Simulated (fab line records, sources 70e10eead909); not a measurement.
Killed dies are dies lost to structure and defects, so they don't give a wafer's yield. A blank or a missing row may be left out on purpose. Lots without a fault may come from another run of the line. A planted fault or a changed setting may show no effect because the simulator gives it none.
A struck lot beside a sound one | flow nand_harc | 14 steps out of a route of 1159
Sound: wafers L670.1, L670.3, L670.6. Struck: wafer L669.2. (L669.4, L669.6 of the same lot were not struck and are left out.) The cause comes at the end.
At each step with rows: each side's tool, then ch and its chambers, then its first start. Under that, the readings that differ: sound wafers | struck wafers | difference of the means | sigmas: that difference in standard deviations of wafers without a fault.
alike: readings whose means differ by less than 2 such deviations, and words and numbers that are the same on both sides. not compared: withheld readings, readings that some wafer has no value for, bounds like >300 that may hide the same value, and numbers for which the record gives no deviation and whose values overlap.
The two part at a step that has a row with sigmas, a row that says differs or no value, or rows on one side only. Numbers that don't overlap but have no deviation are shown without sigmas and don't part them. A reading that every wafer of one side lacks parts them only if that side has two wafers or more.

first, 5 steps without rows for these wafers: NHARC_A_STAIRCASE_EBR_180; NHARC_A_STAIRCASE_EXPOSE_181 (exposes mask STAIR 2); NHARC_A_STAIRCASE_PEB_182 (peb time 130 s); NHARC_A_STAIRCASE_DEVELOP_183 (time 140 s); NHARC_A_STAIRCASE_HARDBAKE_185 (time 140 s).
NHARC_A_STAIRCASE_DESCUM_186: chemistry O2, time 3 s.
  sound on rie_diel-13 ch 1,2, day 13 22:54; struck on rie_diel-13 ch 1, day 14 11:59
  reading                         | sound          | struck | difference | sigmas
  showerhead_plenum_p_Torr (Torr) | 2.05 1.82 1.83 | 2.05   | +0.15      | +2
  alike: drypump_motor_current_A, oes_product_au, rf_vpp_V, throttle_valve_pct
  not compared: rf_hours_counter_h
then, 1 step without rows for these wafers: NHARC_A_STAIRCASE_TRIM_187 (chemistry O2, time 211.2 s).
NHARC_A_STAIRCASE_ETCH_188: etches the open film in C4F8/O2, target depth 100 nm, time 40.5 s.
  sound on rie_diel-13 ch 0,2,3; struck on rie_diel-13 ch 0
  alike: oes_product_au, rf_vpp_V, run_length_s
  not compared: rf_hours_counter_h
NHARC_A_STAIRCASE_TRIM_189: chemistry O2, time 211.2 s.
  sound on rie_diel-13 ch 1,2,3; struck on rie_diel-13 ch 1
  alike: drypump_motor_current_A, oes_product_au, rf_vpp_V, showerhead_plenum_p_Torr, throttle_valve_pct
  not compared: rf_hours_counter_h
then, 1 step without rows for these wafers: NHARC_A_STAIRCASE_ETCH_190 (etches the open film in C4F8/O2, target depth 100 nm, time 40.5 s).
NHARC_A_STAIRCASE_TRIM_191: chemistry O2, time 211.2 s.
  sound on rie_diel-13 ch 1,2,3; struck on rie_diel-13 ch 0
  reading      | sound          | struck | difference | sigmas
  rf_vpp_V (V) | 57.2 56.2 58.8 | 59.9   | +2.5       | +3
  alike: drypump_motor_current_A, oes_product_au, showerhead_plenum_p_Torr, throttle_valve_pct
  not compared: rf_hours_counter_h
NHARC_A_STAIRCASE_ETCH_192: etches the open film in C4F8/O2, target depth 100 nm, time 40.5 s.
  sound on rie_diel-13 ch 0,1,2, day 14 00:01; struck on rie_diel-13 ch 3, day 14 13:14
  reading          | sound          | struck | difference | sigmas
  run_length_s (s) | 61.8 61.6 61.5 | 44.0   | -17.6      | -43
  alike: oes_product_au, rf_vpp_V
  not compared: rf_hours_counter_h
NHARC_A_STAIRCASE_TRIM_193: chemistry O2, time 211.2 s.
  sound on rie_diel-13 ch 0,1,3; struck on rie_diel-13 ch 1
  alike: drypump_motor_current_A, oes_product_au, rf_vpp_V, showerhead_plenum_p_Torr, throttle_valve_pct
  not compared: rf_hours_counter_h
-- the record jumps here: 8 days lie between the struck wafers' starts before and after (it left off in module A_STAIRCASE and takes up again in module END, whose first step shown is number 1159 of the route) --
NHARC_END_SORT_01:
  sound on prober-02 ch 0, day 22 07:50; struck on prober-02 ch 0, day 22 16:19
  reading         | sound | struck | difference | sigmas
  killed_at_array | 45    | 677    | +632       | +67
  killed_dies     | 47    | 677    | +630       | +70
  alike: killed_at_other, killed_at_periphery, killed_open, killed_short

WHERE THEY PART
First at NHARC_A_STAIRCASE_DESCUM_186; last, within this record, at NHARC_END_SORT_01.

WHY: what the simulator had put in
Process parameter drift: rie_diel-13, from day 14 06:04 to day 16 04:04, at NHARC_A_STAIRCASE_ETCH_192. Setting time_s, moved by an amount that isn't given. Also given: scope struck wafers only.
